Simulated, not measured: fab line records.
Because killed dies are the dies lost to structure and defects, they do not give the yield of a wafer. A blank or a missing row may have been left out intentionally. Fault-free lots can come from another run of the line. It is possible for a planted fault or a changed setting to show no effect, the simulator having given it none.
Matching of chambers -- flow n5 finfet -- rie diel-02 running N5_BEOL_M10_STRIP_19: 4 sister chambers
The step strips in O2. 18 wafers are shown with their chamber, then 9 later ones without.

== WAFERS PAIRED WITH THEIR CHAMBERS ==
wafer,chamber,showerhead plenum p Torr (Torr),throttle valve pct (%),oes product au (a.u.)
L894.3,2,2.17,17.10,0.69
L894.4,3,2.09,16.68,0.73
L894.5,2,2.17,17.09,0.69
L895.2,2,2.17,17.13,0.69
L895.5,0,2.00,16.70,0.70
L895.6,3,2.08,16.68,0.73
L899.3,1,2.14,16.63,0.69
L899.4,0,2.00,16.72,0.69
L899.6,3,2.08,16.70,0.71
L902.2,1,2.14,16.65,0.70
L902.3,3,2.08,16.72,0.72
L902.6,3,2.08,16.70,0.72
L905.1,3,2.07,16.75,0.70
L905.4,0,1.99,16.74,0.68
L905.6,0,1.99,16.73,0.68
L906.1,1,2.13,16.20,0.96
L906.3,3,2.07,16.75,0.70
L906.5,1,2.13,16.20,0.97

SIGNATURES (means of the wafers above)
reading,chamber 0,chamber 1,chamber 2,chamber 3,scatter within a chamber
showerhead plenum p Torr,1.9950,2.1350,2.1700,2.0786,0.00589
throttle valve pct,16.7225,16.4200,17.1067,16.7114,0.12
oes product au,0.6875,0.8300,0.6900,0.7157,0.0728
Rule: distance of a wafer from a chamber = root of the sum over the readings of ((wafer's reading minus chamber's mean) / reading's scatter) squared. The wafer belongs to the nearest chamber; if the next one is less than 2 further off, it can't be placed. How the scatter is found: for the shown wafers, subtract from each reading the mean of its chamber, square and add these, divide the total by (wafers less chambers), then take the root.

== WAFERS MISSING THEIR CHAMBER ==
wafer,showerhead plenum p Torr (Torr),throttle valve pct (%),oes product au (a.u.)
L907.1,2.16,16.69,0.93
L907.4,2.13,16.23,0.94
L907.5,2.16,16.70,0.94
L909.1,2.26,16.28,0.99
L909.4,2.16,16.71,0.94
L909.5,2.13,16.22,0.94
L916.1,2.12,16.24,0.88
L916.3,2.25,16.31,0.91
L916.5,2.15,16.76,0.89

== EACH ONE'S CHAMBER ==
wafer,from the rows above,in truth
L907.1,can't be placed: 1 or 2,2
L907.4,1,1
L907.5,can't be placed: 1 or 2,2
L909.1,2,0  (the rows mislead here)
L909.4,can't be placed: 2 or 1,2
L909.5,1,1
L916.1,1,1
L916.3,2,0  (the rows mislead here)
L916.5,can't be placed: 1 or 2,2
Placed correctly: 3 of 9. Can't be placed from these rows: 4 (the true chamber is among the candidates in 4). Placed wrongly: 2.
